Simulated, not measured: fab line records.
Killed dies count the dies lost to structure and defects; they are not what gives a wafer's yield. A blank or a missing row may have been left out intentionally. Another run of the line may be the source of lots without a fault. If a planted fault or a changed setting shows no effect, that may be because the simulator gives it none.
Matching of chambers :: flow nand harc :: rie si-01 running NHARC_P_GATE_ETCH_32: 4 sister chambers
The step etches the open film in HBr/Cl2, target depth 150 nm, time 100.1 s. 4 wafers are shown with their chamber, then 8 later ones without.

== WAFERS WITH THEIR CHAMBER ==
wafer: L089.2
chamber: 0
drypump motor current A (A): 5.6

wafer: L089.3
chamber: 1
drypump motor current A (A): 5.9

wafer: L089.6
chamber: 3
drypump motor current A (A): 6.3

wafer: L091.1
chamber: 2
drypump motor current A (A): 5.2

== WAFERS MISSING THEIR CHAMBER ==
wafer: L091.2
drypump motor current A (A): 6.0

wafer: L091.3
drypump motor current A (A): 5.6

wafer: L095.1
drypump motor current A (A): 6.3

wafer: L095.2
drypump motor current A (A): 5.7

wafer: L095.3
drypump motor current A (A): 5.9

wafer: L097.2
drypump motor current A (A): 5.2

wafer: L097.5
drypump motor current A (A): 6.3

wafer: L097.6
drypump motor current A (A): 5.6

== WHICH CHAMBER EACH WENT THROUGH ==
wafer: L091.2
from the rows above: 1
in truth: 1

wafer: L091.3
from the rows above: 0
in truth: 0

wafer: L095.1
from the rows above: 3
in truth: 3

wafer: L095.2
from the rows above: can't be placed: 0 or 1
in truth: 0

wafer: L095.3
from the rows above: 1
in truth: 1

wafer: L097.2
from the rows above: 2
in truth: 2

wafer: L097.5
from the rows above: 3
in truth: 3

wafer: L097.6
from the rows above: 0
in truth: 0
Correct placement for 7 of the 8. Cannot be placed on the basis of these rows: 1; the candidates contain the true chamber in 1. 0 placed wrongly.
How it was worked out, from the rows above alone: a wafer's distance from a chamber is the root of the sum, over the readings, of the square of ((its reading less the chamber's mean) divided by the reading's scatter). If the next closest chamber is less than 2 further off than the closest, the wafer can't be placed; otherwise it belongs to the closest. A chamber's mean is the mean of its shown wafers. The scatter (one wafer shown for each chamber): square how far every hidden wafer sits from the nearest shown wafer, average those squares and take the square root.
